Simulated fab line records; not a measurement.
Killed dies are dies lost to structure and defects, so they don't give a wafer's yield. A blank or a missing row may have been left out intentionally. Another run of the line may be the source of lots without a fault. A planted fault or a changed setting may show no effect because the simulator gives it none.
Matching of chambers | flow nand harc | 4 sister chambers for NHARC_THIN_TSV_ETCH_44 on rie diel-13
The step etches the open film in CF4/O2, target depth 1594.2 nm, time 797.1 s. 4 wafers are shown with their chamber, then 8 later ones without.

== EACH WAFER AND ITS CHAMBER ==
wafer  | chamber | drypump motor current A (A)
L219.1 | 3       | 5.7
L223.5 | 1       | 5.1
L223.6 | 0       | 6.3
L222.1 | 2       | 5.4

== WAFERS WITH NO CHAMBER GIVEN ==
wafer  | drypump motor current A (A)
L222.3 | 6.3
L222.5 | 5.1
L229.1 | 5.0
L229.3 | 5.4
L229.6 | 5.4
L232.2 | 5.1
L232.3 | 5.4
L232.4 | 5.8

== CHAMBER TAKEN BY EACH ==
wafer  | from the rows above | in truth
L222.3 | 0                   | 0
L222.5 | 1                   | 1
L229.1 | 1                   | 1
L229.3 | 2                   | 2
L229.6 | 2                   | 2
L232.2 | 1                   | 1
L232.3 | 2                   | 2
L232.4 | 3                   | 3
Correct placement for 8 of the 8. Not placeable from these rows: 0. Number placed wrongly: 0.
How it was worked out, from the rows above alone: a wafer's distance from a chamber is the root of the sum, over the readings, of the square of ((its reading less the chamber's mean) divided by the reading's scatter). The wafer belongs to the nearest chamber; if the next one is less than 2 further off, it can't be placed. A chamber's mean is the mean of its shown wafers. The scatter: root of mean squared gap, hidden wafer to nearest shown wafer, with one shown wafer a chamber.
